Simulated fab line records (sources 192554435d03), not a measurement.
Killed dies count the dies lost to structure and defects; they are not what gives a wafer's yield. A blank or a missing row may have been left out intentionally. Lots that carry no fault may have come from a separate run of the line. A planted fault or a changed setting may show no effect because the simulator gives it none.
Chamber matching | flow n5-finfet | ald-sin-03 running N5_BEOL_M3_ALD_98: 4 sister chambers
The step deposits SiO2, target thk 2.5 nm, pulse time 1 s, co reactant pulse time 1 s. 8 wafers are shown with their chamber, then 9 later ones without.

## WAFERS WITH THEIR CHAMBER
wafer  | chamber | heater-power-w (W) | precursor-pulse-height-rel
L082.1 | 3       | 88                 | 1.000
L087.1 | 0       | 72                 | 0.977
L087.5 | 2       | 72                 | 1.031
L088.1 | 2       | 73                 | 1.001
L088.6 | 0       | 73                 | 1.020
L092.2 | 1       | 75                 | 0.991
L092.4 | 3       | 86                 | 0.993
L092.5 | 1       | 75                 | 0.996

## WAFERS WITH NO CHAMBER GIVEN
wafer  | heater-power-w (W) | precursor-pulse-height-rel
L093.1 | 84                 | 1.026
L093.5 | 73                 | 1.024
L093.6 | 74                 | 1.016
L094.2 | 70                 | 0.994
L094.4 | 75                 | 1.002
L094.6 | 87                 | 1.018
L096.2 | 77                 | 0.993
L096.4 | 74                 | 0.976
L096.6 | 88                 | 0.972

## WHICH CHAMBER EACH ONE RAN IN
wafer  | from the rows above          | in truth
L093.1 | 3                            | 3
L093.5 | can't be placed: 2 or 0      | 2
L093.6 | can't be placed: 1 or 2 or 0 | 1
L094.2 | can't be placed: 0 or 2      | 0
L094.4 | 1                            | 1
L094.6 | 3                            | 3
L096.2 | 1                            | 1
L096.4 | can't be placed: 1 or 0 or 2 | 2
L096.6 | 3                            | 3
Placed correctly: 5 of 9. Can't be placed from these rows: 4 (the true chamber is among the candidates in 4). 0 placed wrongly.
How it was worked out, from the rows above alone: a wafer's distance from a chamber is the root of the sum, over the readings, of the square of ((its reading less the chamber's mean) divided by the reading's scatter). The wafer belongs to the nearest chamber; if the next one is less than 2 further off, it can't be placed. Each chamber's mean is taken over the wafers shown for it. How the scatter is found: for the shown wafers, subtract from each reading the mean of its chamber, square and add these, divide the total by (wafers less chambers), then take the root.
